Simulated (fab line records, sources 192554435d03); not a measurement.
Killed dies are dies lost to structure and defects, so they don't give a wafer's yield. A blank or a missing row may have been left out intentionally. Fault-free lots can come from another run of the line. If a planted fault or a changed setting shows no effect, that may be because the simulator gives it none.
Split-lot experiment | flow n5Finfet | route with 1938 steps; 7 lots, 21 wafers read

## SPLIT DETAILS
At N5_BEOL_M13_SPUTTER_43 (material TaN, target thk 15 nm, time 24.19 s), the setting timeS was moved away from the recipe's 24.19 s on 9 of the 21 wafers read, by -13.7% to +8.4%. The other wafers ran this setting at the recipe's value.

Reading taken at the split's own step.

## THE READING
TaN_of_BEOL_M13_SPUTTER_43.thkNm (the simulator's own value, which no gauge read), in nm, at N5_BEOL_M13_SPUTTER_43 (material TaN, target thk 15 nm, time 24.19 s). The file does not state a usual value for it. The 12 wafers here that ran the recipe average 15.0 nm, standard deviation 0.25 nm.

wafer  | tool, chamber at the split | timeS as run, s | against the recipe | TaN_of_BEOL_M13_SPUTTER_43.thkNm, nm | against lot-mates on the recipe
L074.2 | pvdSputter-01, -           | 26.22           | +8.4%              | 16.2                                 | +1.6
L074.4 | pvdSputter-01, -           | 24.19           | recipe             | 14.6                                 | -
L074.5 | pvdSputter-01, -           | 26.22           | +8.4%              | 16                                   | +1.4
L075.3 | pvdSputter-01, -           | 24.19           | recipe             | 14.6                                 | -
L075.4 | pvdSputter-01, -           | 24.19           | recipe             | 15                                   | -
L075.5 | pvdSputter-01, -           | 20.88           | -13.7%             | 13                                   | -1.8
L080.2 | pvdSputter-01, -           | 23.17           | -4.2%              | 14.8                                 | no lot-mate on the recipe
L080.3 | pvdSputter-01, -           | 23.17           | -4.2%              | 14.6                                 | no lot-mate on the recipe
L080.4 | pvdSputter-01, -           | 23.17           | -4.2%              | 14.4                                 | no lot-mate on the recipe
L084.1 | pvdSputter-02, -           | 24.19           | recipe             | 14.8                                 | -
L084.5 | pvdSputter-02, -           | 24.19           | recipe             | 14.8                                 | -
L084.3 | pvdSputter-02, -           | 24.19           | recipe             | 14.6                                 | -
L086.2 | pvdSputter-01, -           | 24.19           | recipe             | 15.2                                 | -
L086.6 | pvdSputter-01, -           | 24.19           | recipe             | 15.2                                 | -
L086.4 | pvdSputter-01, -           | 24.19           | recipe             | 15                                   | -
L091.1 | pvdSputter-03, -           | 24.19           | recipe             | 15.2                                 | -
L091.6 | pvdSputter-03, -           | 24.19           | recipe             | 15.2                                 | -
L091.4 | pvdSputter-03, -           | 21.78           | -10.0%             | 13.6                                 | -1.6
L097.3 | pvdSputter-03, -           | 25.31           | +4.6%              | 15.4                                 | +0.2
L097.4 | pvdSputter-03, -           | 25.31           | +4.6%              | 15.8                                 | +0.6
L097.6 | pvdSputter-03, -           | 24.19           | recipe             | 15.2                                 | -

FIT RESULTS
A straight line over all 21 wafers: TaN_of_BEOL_M13_SPUTTER_43.thkNm changes by +0.134 nm for each +1% of timeS; r = +0.95; the points scatter about the line by 0.23 nm.
The same after taking each lot's own level away (the mean of its wafers on the recipe; 18 wafers): +0.148 nm for each +1%; r = +0.97; scatter 0.19 nm.
That fit puts the effect of the largest move of timeS on the reading at 2 nm.
Across the lots, their own levels run from 14.60 to 15.20 nm, a range of 2.4 times the standard deviation given above.
Hence the lot-to-lot level has little effect on the slope; both slopes agree.
Check: -2.21 nm against its lot-mates is what the line predicts for one of the wafers moved furthest among these (-13.7%) when that wafer is left out of the fit. Against them it came out at -1.8 nm.

## THESE WAFERS: OTHER SPLITS
Before the reading, these wafers also passed through other splits. Each is held against what the fit with the lots' levels taken away leaves over:
other split on the same wafers | wafers away from the commonest value | r with TaN_of_BEOL_M13_SPUTTER_43.thkNm (lot level and that fit taken away)
N5_BEOL_M13_ILD_DEP_00 timeS   | 8                                    | +0.27

## FILE'S OWN FIT
TaN_of_BEOL_M13_SPUTTER_43.thkNm changes by +0.145 nm for each +1% of timeS, r = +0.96.
